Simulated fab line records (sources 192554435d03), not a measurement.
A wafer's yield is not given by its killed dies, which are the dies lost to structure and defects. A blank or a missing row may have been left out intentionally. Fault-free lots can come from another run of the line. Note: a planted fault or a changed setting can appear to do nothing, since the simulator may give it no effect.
Matching of chambers ; flow n5Finfet ; rieDiel-06 running N5_FIN_SAQP_ETCH_67: 4 sister chambers
The step etches SiNx in CH3F/O2, target depth 30 nm. 18 wafers are shown with their chamber, then 9 later ones without.

== WAFERS, EACH WITH ITS CHAMBER ==
wafer;chamber;drypumpMotorCurrentA (A);throttleValvePct (%);showerheadPlenumPTorr (Torr)
L077.1;1;5.8;16.47;1.98
L077.3;3;6.0;16.61;1.99
L077.6;3;5.9;16.63;1.99
L082.1;2;4.9;16.36;2.04
L082.4;0;5.7;16.06;1.95
L082.5;1;5.8;16.47;1.98
L085.2;0;5.8;16.06;1.94
L085.3;1;5.8;16.50;1.98
L085.5;2;4.9;16.40;2.04
L087.1;3;6.0;16.67;1.98
L087.2;0;5.7;16.09;1.94
L087.3;1;5.8;16.50;1.98
L087.4;2;4.9;16.39;2.04
L087.5;1;5.7;16.51;1.98
L087.6;2;4.9;16.39;2.04
L089.1;0;5.7;16.08;1.94
L089.3;2;4.9;16.40;2.03
L089.5;2;4.9;16.39;2.03

SIGNATURES (means of the wafers above)
reading;chamber 0;chamber 1;chamber 2;chamber 3;scatter within a chamber
drypumpMotorCurrentA;5.725;5.780;4.900;5.967;0.0398
throttleValvePct;16.0725;16.4900;16.3883;16.6367;0.0189
showerheadPlenumPTorr;1.9425;1.9800;2.0367;1.9867;0.00443
Rule: for each reading, subtract the chamber's mean from the wafer's reading, divide by that reading's scatter and square the result; add these up over the readings and take the root, which gives the wafer's distance from the chamber. If the next closest chamber is less than 2 further off than the closest, the wafer can't be placed; otherwise it belongs to the closest. The scatter is the square root of a quotient: the sum, over the shown wafers, of each reading's squared deviation from its chamber's mean, divided by wafers minus chambers.

== WAFERS WITHOUT THEIR CHAMBER ==
wafer;drypumpMotorCurrentA (A);throttleValvePct (%);showerheadPlenumPTorr (Torr)
L091.1;5.7;16.11;1.94
L091.4;5.8;16.09;1.94
L091.5;5.7;16.51;1.98
L092.2;5.8;16.52;1.97
L092.4;5.8;16.52;1.97
L092.6;6.0;16.68;1.98
L093.2;6.0;16.71;1.98
L093.3;5.8;16.11;1.94
L093.6;6.0;16.69;1.98

== WHICH CHAMBER EACH WENT THROUGH ==
wafer;from the rows above;in truth
L091.1;0;0
L091.4;0;0
L091.5;1;1
L092.2;1;1
L092.4;1;1
L092.6;3;3
L093.2;3;3
L093.3;0;0
L093.6;3;3
Correct placement for 9 of the 9. Not placeable from these rows: 0. 0 placed wrongly.
